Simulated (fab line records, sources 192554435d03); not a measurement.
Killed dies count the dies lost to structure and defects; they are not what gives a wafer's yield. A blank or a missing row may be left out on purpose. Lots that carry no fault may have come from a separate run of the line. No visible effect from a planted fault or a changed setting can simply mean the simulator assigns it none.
fab line records    flow n5Finfet
record: lots: 9  wafers: 27  lastDay: 19
route steps=1938 shown BEOL_M4@1111 BEOL_M5@1136 PASSIVATION@1936
lots with no fault: from the same line, run without faults
startH: start of the lot's first displayed wafer, in hours after the record's first day    waitH: hours since the lot's step before    " repeats the value in the row above    L1.1+2: several wafers, shown together as one row    - no value present, or no start provided    * or withheld: withheld    < > ~ a bound
route shown NAME@n: names a module that has steps shown in the file, with the first one's number in the route    usual: average and standard deviation across the fault-free wafers    same: alike in all rows    chamber/n: place in a boat    sites: each site's reading    _std_site: how widely they spread, as a standard deviation    _edge_site: inner sites' mean taken away from outer sites' mean    radiusMm: how far each site lies from the wafer's centre    mask NAME#n: copy n    behind: the tool/chamber that last shaped the wafer    hold: what put the lot on hold/how long, in hours/how the hold closed    device: transistor that didn't switch, given as n, p or np    end of line: the same wafers' tests at the end of the route    for a step that has no rows: nothing shown but its recipe    killed: the dies lost at the first sort to structure and to defects; this is not the yield of the wafer    map: dies across one wafer; x = killed, . = not, _ = none there
set.NAME: the run value of the setting; set.NAME@STEP: its run value at that earlier step    model.NAME: the simulator's own value behind a step, which no gauge read
a sample of lots followed through the steps of the route, with each step as a table and each wafer as a row
services: from which hour (startH, from the record's first day; less than 0 if before it) a tool's chamber was out of use, for how many hours, and why
== steps ==
step: N5_BEOL_M4_RC_MEAS_101
usual: DIBL_N: 36.1/1.4  DIBL_P: 36.3/1.4  IOFF_N: 0.154/0.021  IOFF_P: 0.21/0.032  ION_N: 670/8.1  ION_P: 461/7  SS_N: 71.4/0.49  SS_P: 73.3/0.5  VT_N: 250.4/2.6  VT_P: -250/3.7
lot.wafer  tool       chamber  startH  waitH  DIBL_N[mV/V]  DIBL_P[mV/V]  IOFF_N[nA/um]  IOFF_P[nA/um]  ION_N[uA/um]  ION_P[uA/um]  SS_N[mV/dec]  SS_P[mV/dec]  VT_N[mV]  VT_P[mV]
L994.4     prober-02  0        184.87  0.5    35.2          35.6          0.146          0.18           664           451           72.2          73.3          253.0     -256
L994.5     "          0        "       "      36.5          37.4          0.168          0.20           671           454           72.1          74.0          251.3     -255
L994.6     "          0        "       "      34.0          34.8          0.126          0.17           669           453           71.1          73.0          252.2     -253
L996.1     prober-01  0        205.64  0.0    36.2          36.9          0.161          0.19           672           455           70.7          73.9          249.6     -253
L996.3     "          0        "       "      36.6          38.1          0.170          0.21           673           459           71.9          74.1          250.5     -256
L996.4     "          0        "       "      38.0          40.1          0.195          0.25           679           464           71.2          73.9          248.4     -248
L102.2     prober-02  0        244.60  0.2    37.5          37.2          0.185          0.25           682           467           72.3          73.2          246.3     -245
L102.3     "          0        "       "      38.3          39.0          0.202          0.29           679           470           71.8          73.4          246.7     -244
L102.4     "          0        "       "      37.0          37.9          0.171          0.26           669           464           71.5          73.9          249.5     -245
L103.1     prober-01  0        248.04  0.0    35.1          36.0          0.141          0.20           662           457           71.4          73.0          254.2     -249
L103.4     "          0        "       "      36.4          37.5          0.166          0.22           678           466           71.6          73.6          249.0     -251
L103.6     "          0        "       "      35.4          36.5          0.148          0.21           668           464           71.1          73.7          252.4     -250
L109.1     prober-01  0        275.56  0.0    36.9          36.0          0.148          0.18           666           446           71.9          73.8          250.2     -253
L109.4     "          0        "       "      37.6          36.3          0.162          0.19           672           455           71.6          73.4          248.8     -254
L109.6     "          0        "       "      37.7          35.9          0.162          0.19           672           452           71.9          73.0          248.8     -251
L106.1     prober-02  0        279.51  0.0    36.4          34.8          0.144          0.23           660           461           71.1          73.0          251.6     -247
L106.4     "          0        "       "      36.7          35.0          0.152          0.23           663           473           71.6          73.3          248.9     -244
L106.5     "          0        "       "      36.9          35.0          0.156          0.23           657           461           72.1          72.7          249.1     -247
L113.2     prober-01  0        311.47  0.2    35.0          36.6          0.127          0.17           657           458           71.6          72.9          255.0     -255
L113.4     "          0        "       "      32.7          34.0          0.110          0.14           659           455           70.4          72.7          254.8     -254
L113.5     "          0        "       "      33.5          34.5          0.115          0.15           650           451           71.0          72.9          254.3     -259
L115.2     prober-02  0        312.62  0.2    35.7          36.6          0.149          0.21           667           460           71.2          72.6          250.2     -249
L115.3     "          0        "       "      35.4          36.2          0.144          0.20           667           463           71.3          72.9          253.2     -251
L115.6     "          0        "       "      35.3          36.6          0.150          0.21           671           465           71.4          73.3          250.8     -248
L116.3     prober-01  0        339.87  0.3    38.4          39.0          0.203          0.27           669           463           72.2          74.1          247.8     -246
L116.4     "          0        "       "      36.3          36.1          0.148          0.21           668           465           71.8          73.2          252.4     -250
L116.6     "          0        "       "      37.2          37.6          0.176          0.25           677           469           71.7          73.3          249.6     -245
step: N5_BEOL_M5_HM_OPEN_17
recipe: chemistry: Cl2/BCl3  targetDepthA: 200  overetchA: 60  target: TiN  maskMaterial: SOC  ionEnergyEv: 150  pressureMtorr: 10  icpW: 1000  biasW: 126  Cl2_flow_sccm: 53.25  bcl3FlowSccm: 21.75  Ar_flow_sccm: 25
usual: drypumpMotorCurrentA: 5.6/0.49  mfcArSccm: 25.00/0.071  oesProductAu: 0.65/0.064  throttleValvePct: 22.16/0.096
lot.wafer  tool         chamber  startH  waitH  drypumpMotorCurrentA  mfcArSccm  oesProductAu  rfHoursCounterH  throttleValvePct
L994.4     rieMetal-03  1        189.05  0.1    5.5                   25.03      0.68          -                22.07
L994.5     "            0        "       "      5.0                   24.87      0.59          -                22.23
L994.6     "            1        "       "      5.5                   25.04      0.67          -                22.06
L996.1     rieMetal-03  0        208.53  0.0    5.1                   25.02      0.58          77               22.22
L996.3     "            0        "       "      5.0                   25.06      0.58          -                22.24
L996.4     "            1        "       "      5.5                   25.10      0.67          -                22.08
L102.2     rieMetal-02  1        247.90  0.0    5.5                   25.08      0.76          10               21.97
L102.3     "            1        "       "      5.5                   25.06      0.76          -                21.99
L102.4     "            0        "       "      5.5                   25.09      0.63          -                22.17
L103.1     rieMetal-01  1        251.84  0.0    6.5                   25.10      0.59          68               22.30
L103.4     "            1        "       "      6.5                   25.08      0.61          -                22.28
L103.6     "            0        "       "      5.4                   24.93      0.75          -                22.13
L109.1     rieMetal-01  1        280.05  0.0    6.5                   24.89      0.59          70               22.30
L109.4     "            1        "       "      6.5                   24.96      0.60          -                22.31
L109.6     "            1        "       "      6.5                   24.99      0.59          -                22.30
L106.1     rieMetal-01  1        282.13  0.0    6.5                   24.99      0.60          70               22.27
L106.4     "            0        "       "      5.4                   25.00      0.74          -                22.14
L106.5     "            0        "       "      5.4                   24.99      0.73          -                22.11
L113.2     rieMetal-02  0        314.71  0.0    5.5                   25.06      0.63          64               22.18
L113.4     "            1        "       "      5.5                   24.90      0.73          -                21.99
L113.5     "            1        "       "      5.5                   24.95      0.73          -                21.97
L115.2     rieMetal-01  0        315.05  0.0    5.4                   25.07      0.73          23               22.13
L115.3     "            1        "       "      6.5                   24.95      0.60          -                22.30
L115.6     "            1        "       "      6.5                   25.04      0.59          -                22.31
L116.3     rieMetal-01  0        342.64  0.1    5.4                   25.15      0.73          -                22.14
L116.4     "            1        "       "      6.5                   24.96      0.59          -                22.30
L116.6     "            0        "       "      5.4                   25.09      0.72          -                22.13
step: N5_BEOL_M5_STRIP_36
recipe: chemistry: N2/H2  powerW: 450  tempC: 40  pressureMtorr: 20  rfFrequencyHz: 6e+07  overashFraction: 0.3  biasPowerW: 7  h2Frac: 0.5  n2FlowSccm: 200  h2FlowSccm: 200
usual: biasPowerW: 6.999/0.022  chamberPressureMTorr: 20.00/0.039  drypumpMotorCurrentA: 5.9/0.4  oesProductAu: 0.78/0.081  powerW: 450.2/1.3  rfVppV: 59.0/1.5  showerheadPlenumPTorr: 2.53/0.098  throttleValvePct: 23.8/0.32
lot.wafer  tool        chamber  startH  waitH  biasPowerW  chamberPressureMTorr  drypumpMotorCurrentA  oesProductAu  powerW  rfHoursCounterH  rfVppV  showerheadPlenumPTorr  throttleValvePct
L994.4     rieDiel-06  2        190.03  0.0    6.976       19.99                 6.2                   0.67          447.3   220              61.9    2.62                   24.0
L994.5     "           2        "       "      6.979       20.00                 6.2                   0.69          449.8   -                59.1    2.62                   24.0
L994.6     "           3        "       "      7.013       19.98                 6.2                   0.77          450.7   -                61.1    2.54                   23.8
L996.1     rieDiel-06  1        210.47  0.0    7.016       20.01                 6.2                   0.88          450.0   29               58.6    2.60                   24.1
L996.3     "           0        "       "      7.012       20.01                 6.2                   0.77          451.8   154              60.8    2.54                   23.8
L996.4     "           3        "       "      7.026       20.02                 6.2                   0.78          449.8   144              56.8    2.54                   23.8
L102.2     rieDiel-05  0        250.83  0.0    -           -                     -                     -             -       -                -       -                      -
L102.3     "           3        "       "      -           -                     -                     -             -       -                -       -                      -
L102.4     "           1        "       "      -           -                     -                     -             -       -                -       -                      -
L103.1     rieDiel-06  1        254.26  0.0    -           -                     -                     -             -       -                -       -                      -
L103.4     "           0        "       "      -           -                     -                     -             -       -                -       -                      -
L103.6     "           1        "       "      -           -                     -                     -             -       -                -       -                      -
L109.1     rieDiel-06  1        285.14  0.0    7.042       20.06                 6.2                   0.84          448.8   52               58.8    2.59                   24.1
L109.4     "           2        "       "      6.958       20.02                 6.2                   0.68          448.5   249              62.0    2.61                   24.1
L109.6     "           0        "       "      6.973       20.02                 6.2                   0.74          450.8   -                59.3    2.53                   23.8
L106.1     rieDiel-06  3        285.53  0.0    6.998       20.00                 6.2                   0.75          450.7   167              58.1    2.53                   23.8
L106.4     "           1        "       "      6.988       20.02                 6.2                   0.84          449.5   52               59.7    2.59                   24.1
L106.5     "           0        "       "      6.988       20.00                 6.1                   0.74          451.4   -                58.2    2.53                   23.8
L113.2     rieDiel-06  0        316.83  0.0    6.999       19.97                 6.1                   0.74          447.0   188              59.2    2.52                   23.8
L113.4     "           0        "       "      6.990       19.95                 6.2                   0.74          449.7   -                58.8    2.52                   23.8
L113.5     "           3        "       "      7.017       20.07                 6.2                   0.75          450.3   -                57.4    2.53                   23.9
L115.2     rieDiel-05  3        316.88  0.0    7.020       20.00                 5.7                   0.88          449.0   34               59.8    2.69                   23.1
L115.3     "           0        "       "      6.992       19.99                 5.9                   0.68          448.0   230              58.8    2.61                   24.0
L115.6     "           2        "       "      6.981       20.01                 5.1                   0.78          452.9   -                60.0    2.55                   24.2
L116.3     rieDiel-06  2        344.80  0.0    6.991       19.96                 6.2                   0.98          450.9   13               57.0    2.60                   23.7
L116.4     "           3        "       "      7.029       19.95                 6.3                   0.74          450.4   187              60.6    2.52                   23.8
L116.6     "           3        "       "      6.972       19.99                 6.3                   0.74          450.9   -                61.0    2.52                   23.8
step: N5_BEOL_M5_ETCH_41
recipe: chemistry: CH3F/O2  target: SiCN  targetDepthA: 315  taperDeg: 2  timeS: 56.7  ionEnergyEv: 120  maskMaterial: TiN  pressureMtorr: 30  sourceW: 395  biasW: 75  Ar_flow_sccm: 150  CH3F_flow_sccm: 30  O2_flow_sccm: 20
usual: drypumpMotorCurrentA: 5.9/0.4  mfcArSccm: 150.0/0.46  oesProductAu: 0.78/0.082  rfVppV: 297.3/1.8  showerheadPlenumPTorr: 1.99/0.075  throttleValvePct: 16.37/0.25
lot.wafer  tool        chamber  startH  waitH  drypumpMotorCurrentA  mfcArSccm  oesProductAu  rfHoursCounterH  rfVppV  showerheadPlenumPTorr  throttleValvePct
L994.4     rieDiel-06  2        -       -      6.2                   149.7      0.68          221              298.2   2.06                   16.65
L994.5     "           2        "       "      6.2                   150.7      0.68          -                298.3   2.06                   16.65
L994.6     "           3        "       "      6.2                   150.8      0.78          -                298.0   2.01                   16.55
L996.1     rieDiel-06  1        -       -      6.2                   150.1      0.89          29               297.0   2.03                   16.43
L996.3     "           0        "       "      6.1                   149.5      0.75          154              297.4   2.00                   16.52
L996.4     "           3        "       "      6.2                   150.4      0.77          144              297.4   2.01                   16.56
L102.2     rieDiel-05  0        250.89  0.0    5.9                   150.3      0.70          210              297.5   2.06                   16.69
L102.3     "           3        "       "      5.7                   150.5      0.93          12               298.6   2.13                   15.93
L102.4     "           1        "       "      5.6                   149.7      0.71          209              298.1   2.06                   16.18
L103.1     rieDiel-06  1        254.32  0.0    6.2                   149.9      0.88          42               298.1   2.03                   16.45
L103.4     "           0        "       "      6.2                   150.7      0.76          166              297.5   1.99                   16.54
L103.6     "           1        "       "      6.1                   149.4      0.87          -                298.4   2.03                   16.46
L109.1     rieDiel-06  1        -       -      6.2                   150.2      0.86          52               297.3   2.03                   16.47
L109.4     "           2        "       "      6.2                   150.0      0.66          249              299.9   2.05                   16.71
L109.6     "           0        "       "      6.1                   149.0      0.75          -                297.1   1.99                   16.54
L106.1     rieDiel-06  3        -       -      6.2                   150.2      0.75          167              298.1   2.00                   16.60
L106.4     "           1        "       "      6.2                   150.1      0.85          52               297.3   2.03                   16.48
L106.5     "           0        "       "      6.2                   149.9      0.74          -                297.1   1.99                   16.56
L113.2     rieDiel-06  0        -       -      6.2                   150.1      0.73          188              296.2   1.98                   16.59
L113.4     "           0        "       "      6.2                   150.0      0.73          -                297.7   1.98                   16.57
L113.5     "           3        "       "      6.3                   150.3      0.74          -                297.4   2.00                   16.63
L115.2     rieDiel-05  3        -       -      5.7                   149.9      0.89          34               300.1   2.12                   15.97
L115.3     "           0        "       "      5.9                   149.8      0.67          230              298.0   2.06                   16.73
L115.6     "           2        "       "      5.1                   150.4      0.78          -                297.3   2.00                   16.50
L116.3     rieDiel-06  2        -       -      6.2                   150.1      0.97          13               298.8   2.04                   16.24
L116.4     "           3        "       "      6.2                   149.6      0.74          187              298.5   2.00                   16.64
L116.6     "           3        "       "      6.2                   149.7      0.74          -                297.3   2.00                   16.65
step: N5_BEOL_M5_OCD_MEAS_38
usual: trenchDepthNm: 71.5/1.2
lot.wafer  tool    chamber  startH  waitH  trenchDepthNm
L994.4     ocd-02  -        190.23  -      68.5
L994.5     "       -        "       "      69.1
L994.6     "       -        "       "      69.8
L996.1     ocd-02  -        210.66  -      73.3
L996.3     "       -        "       "      71.8
L996.4     "       -        "       "      70.3
L102.2     ocd-01  -        251.02  0.1    69.3
L102.3     "       -        "       "      70.8
L102.4     "       -        "       "      70.2
L103.1     ocd-02  -        254.45  0.1    72.9
L103.4     "       -        "       "      72.3
L103.6     "       -        "       "      73.8
L109.1     ocd-02  -        285.33  -      73.2
L109.4     "       -        "       "      69.2
L109.6     "       -        "       "      72.1
L106.1     ocd-02  -        285.72  -      71.6
L106.4     "       -        "       "      73.1
L106.5     "       -        "       "      71.8
L113.2     ocd-02  -        317.03  -      72.2
L113.4     "       -        "       "      72.8
L113.5     "       -        "       "      71.1
L115.2     ocd-01  -        317.08  -      72.4
L115.3     "       -        "       "      70.9
L115.6     "       -        "       "      71.9
L116.3     ocd-02  -        344.99  -      72.4
L116.4     "       -        "       "      71.7
L116.6     "       -        "       "      71.2
step: N5_PASSIVATION_PROBE_49
usual: defectLimitedYield: 91.0/1.6  killed_at_M0_to_M3: 35/11  killed_at_M4_up: 14/5.1  killedAtContacts: 12/6.6  killedAtFrontEnd: 41/12  killedAtOther: 4/3  killedDies: 107/19  killedOnRim: 14/4.6  killedOpen: 70/15  killedShort: 35/8.5  sort_bin_5_function: 5.3/1  sort_bin_6_memory: 3.4/0.73  sortNPass: 1073/19  sortYieldPct: 91.0/1.6
same: grossDies: 1180  killedAtBackSide: 0  sort_bin_4_leakage[%]: 0  sort_bin_8_speed[%]: 0
lot.wafer  tool       chamber  startH  waitH  defectLimitedYield[%]  killed_at_M0_to_M3  killed_at_M4_up  killedAtContacts  killedAtFrontEnd  killedAtOther  killedDies  killedOnRim  killedOpen  killedShort  sort_bin_5_function[%]  sort_bin_6_memory[%]  sortNPass  sortYieldPct[%]
L996.1     prober-01  -        319.03  0.0    92.5                   26                  14               13                35                0              88          12           57          29           4.7                     2.3                   1092       92.5
L996.3     prober-01  -        319.13  0.1    89.1                   35                  11               13                64                6              129         23           87          38           6.6                     3.8                   1051       89.1
L996.4     prober-01  -        319.18  0.2    93.6                   27                  7                8                 31                3              76          11           44          31           3.1                     3.1                   1104       93.6
L103.1     prober-01  -        347.51  0.0    0                      49                  1094             4                 25                8              1180        152          70          31           96.1                    3.6                   0          0
L103.4     prober-01  -        347.66  0.2    0                      54                  1057             16                43                10             1180        152          75          53           95.5                    4.2                   0          0
L103.6     prober-01  -        347.76  0.3    0                      58                  1085             5                 27                5              1180        152          64          35           96.5                    3.2                   0          0
L102.2     prober-01  -        348.26  0.1    0                      20                  1096             13                51                0              1180        152          60          37           96.6                    3.1                   0          0
L102.3     prober-01  -        348.31  0.1    0                      21                  1093             13                51                2              1180        152          68          28           97.3                    2.5                   0          0
L102.4     prober-01  -        348.36  0.2    0                      27                  1073             12                67                1              1180        152          75          42           94.8                    4.6                   0          0
L109.4     prober-01  -        383.94  0.2    91.2                   22                  22               15                41                4              104         13           62          41           5.3                     3.2                   1076       91.2
L109.6     prober-01  -        384.04  0.3    90.5                   25                  14               16                53                4              112         12           67          42           5.6                     3.6                   1068       90.5
killed by level:class
L996.1 MOL_CONTACT_COAG:geometricParticle:open=11 STI_FIN_REVEAL:geometricParticle:open=9 STARTING-WAFER:geometricParticle:short=6 BEOL_M0:geometricParticle:open=6 GATE_CUT:geometricParticle:short=5 BEOL_M1:geometricParticle:open=5 BEOL_M0_SAQP:geometricParticle:open=4 BEOL_M0_SAQP:geometricParticle:short=4
L996.3 STI_FIN_REVEAL:geometricParticle:open=24 BEOL_M3:geometricParticle:open=14 MOL_CONTACT_COAG:geometricParticle:open=13 FIN_SAQP:geometricParticle:open=12 FIN_SAQP:geometricParticle:short=10 BEOL_M0:geometricParticle:short=6 BEOL_M4:coatMicrobubblePrinted=4 BEOL_M0_SAQP:geometricParticle:open=4
L996.4 FIN_SAQP:geometricParticle:short=8 MOL_CONTACT_COAG:geometricParticle:open=7 BEOL_M0:geometricParticle:short=7 STI_FIN_REVEAL:geometricParticle:open=5 BEOL_M0_SAQP:geometricParticle:short=5 BEOL_M2:geometricParticle:open=5 STARTING-WAFER:geometricParticle:open=5 BEOL_M4:geometricParticle:open=4
L103.1 BEOL_M5:areaAld=1079 BEOL_M0_SAQP:geometricParticle:open=14 BEOL_M1:geometricParticle:open=8 BEOL_M3:geometricParticle:open=8 BEOL_M0_SAQP:geometricParticle:short=7 BEOL_M5:geometricParticle:open=7 GATE_CUT:geometricParticle:open=4 MOL_CONTACT_COAG:geometricParticle:open=4
L103.4 BEOL_M5:areaAld=1052 BEOL_M0_SAQP:geometricParticle:open=22 BEOL_M0_SAQP:geometricParticle:short=16 MOL_CONTACT_COAG:geometricParticle:open=12 FIN_SAQP:geometricParticle:open=8 GATE_CUT:geometricParticle:short=8 BEOL_M3:geometricParticle:open=8 STI_FIN_REVEAL:geometricParticle:open=6
L103.6 BEOL_M5:areaAld=1080 BEOL_M1:geometricParticle:open=18 BEOL_M0_SAQP:geometricParticle:short=17 BEOL_M0_SAQP:geometricParticle:open=13 STARTING-WAFER:geometricParticle:open=5 FIN_SAQP:geometricParticle:open=4 STI_FIN_REVEAL:geometricParticle:open=4 MOL_CONTACT_COAG:geometricParticle:open=4
L102.2 BEOL_M5:areaAld=1083 FIN_SAQP:geometricParticle:short=15 FIN_SAQP:geometricParticle:open=12 MOL_CONTACT_COAG:geometricParticle:open=10 BEOL_M4:geometricParticle:open=8 BEOL_M2:geometricParticle:open=5 BEOL_M3:geometricParticle:open=5 BEOL_M3:geometricParticle:short=5
L102.3 BEOL_M5:areaAld=1084 FIN_SAQP:geometricParticle:open=13 MOL_CONTACT_COAG:geometricParticle:open=11 FIN_SAQP:geometricParticle:short=10 STI_FIN_REVEAL:geometricParticle:open=7 BEOL_M0:geometricParticle:open=6 DUMMY_GATE:geometricParticle:open=5 ILD0:geometricParticle:short=5
L102.4 BEOL_M5:areaAld=1061 FIN_SAQP:geometricParticle:short=20 STI_FIN_REVEAL:geometricParticle:open=18 FIN_SAQP:geometricParticle:open=12 MOL_CONTACT_COAG:geometricParticle:open=9 BEOL_M3:geometricParticle:open=7 BEOL_M4:geometricParticle:open=5 STI_FIN_REVEAL:geometricParticle:short=4
L109.4 BEOL_M4:geometricParticle:open=14 MOL_CONTACT_COAG:geometricParticle:open=12 BEOL_M1:geometricParticle:open=11 STI_FIN_REVEAL:geometricParticle:open=10 FIN_SAQP:geometricParticle:short=9 GATE_CUT:geometricParticle:short=7 BEOL_M3:geometricParticle:short=4 BEOL_M4:geometricParticle:short=4
L109.6 MOL_CONTACT_COAG:geometricParticle:open=13 STI_FIN_REVEAL:geometricParticle:open=11 FIN_SAQP:geometricParticle:short=9 BEOL_M1:geometricParticle:open=7 FIN_SAQP:geometricParticle:open=6 GATE_CUT:geometricParticle:short=5 STI_FIN_REVEAL:geometricParticle:short=5 BEOL_M4:geometricParticle:open=5
== services ==
tool         chamber  startH  hours  kind
rieDiel-05   3        169.95  -      clean
rieDiel-05   3        169.95  -      consumableReplace:focusRing
rieDiel-05   3        169.95  -      consumableReplace:showerhead
rieDiel-05   3        169.95  37.1   scheduledDown
rieDiel-05   3        169.95  37.1   ventCycle
rieMetal-02  -        251.38  1.4    pm
rieMetal-03  1        252.41  7.4    repair
rieMetal-01  1        274.34  2.2    repair
rieDiel-06   2        288.97  -      clean
rieDiel-06   2        288.97  -      consumableReplace:focusRing
rieDiel-06   2        288.97  15.6   scheduledDown
rieDiel-06   2        288.97  15.6   ventCycle
rieDiel-06   1        310.69  9.2    repair
== key ==
firstSign: step: N5_BEOL_M5_STRIP_36  reading: toolRecord  direction: missing
effect: step: N5_PASSIVATION_PROBE_49  reading: killed_at_M4_up  direction: up  sigmas: 99+  usual: 14  struck: 1083
moreKillsBornAt: N5_BEOL_M5_ALD_86@aldMetal-01: 3228  N5_BEOL_M5_ALD_86@aldMetal-04: 3211
metAt N5_BEOL_M5_STRIP_36
struckLots L102,L103
laterRowsLeftOut L102.2,L102.3,L102.4,L103.1,L103.4,L103.6
notActingAt N5_BEOL_M5_HM_OPEN_17,N5_BEOL_M5_ETCH_41,N5_BEOL_M5_OCD_MEAS_38
onsetBetween 210.47 250.83
fault: kind: skippedStepWhole  tool: rieDiel-05,rieDiel-06  chamber: -  onsetH: 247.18  steps: N5_BEOL_M5_STRIP_36  scope: struckLotsOnly
laterRowsLeftOut: the simulator's readings of these wafers behind a module that went badly wrong aren't trusted and aren't shown, but for the sort
